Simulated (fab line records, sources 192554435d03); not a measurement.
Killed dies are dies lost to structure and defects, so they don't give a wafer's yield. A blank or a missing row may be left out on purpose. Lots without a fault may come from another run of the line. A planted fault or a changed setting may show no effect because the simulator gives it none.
Chamber matching | flow n5_finfet | N5_BEOL_M7_ETCH_65 on rie_diel-03: 4 sister chambers
The step etches SiARC in CF4, target depth 15.6 nm, time 26 s. 4 wafers are shown with their chamber, then 8 later ones without.

WAFERS WITH THEIR CHAMBER
wafer  | chamber | showerhead_plenum_p_Torr (Torr)
L086.2 | 0       | 1.97
L087.3 | 3       | 2.05
L087.6 | 2       | 2.22
L096.1 | 1       | 2.09

WAFERS WITHOUT THEIR CHAMBER
wafer  | showerhead_plenum_p_Torr (Torr)
L096.3 | 2.04
L096.4 | 2.21
L095.1 | 1.97
L095.2 | 2.21
L095.5 | 2.21
L097.1 | 2.04
L097.2 | 1.97
L097.5 | 2.21

WHICH CHAMBER EACH WENT THROUGH
wafer  | from the rows above | in truth
L096.3 | 3                   | 3
L096.4 | 2                   | 2
L095.1 | 0                   | 0
L095.2 | 2                   | 2
L095.5 | 2                   | 2
L097.1 | 3                   | 3
L097.2 | 0                   | 0
L097.5 | 2                   | 2
Placed correctly: 8 of 8. Can't be placed from these rows: 0. Placed wrongly: 0.
How it was worked out, from the rows above alone: a wafer's distance from a chamber is the root of the sum, over the readings, of the square of ((its reading less the chamber's mean) divided by the reading's scatter). The wafer belongs to the nearest chamber; if the next one is less than 2 further off, it can't be placed. A chamber's mean is the mean of its shown wafers. The scatter: with one shown wafer a chamber, the root of the mean of the squares of how far each hidden wafer lies from its nearest shown one.
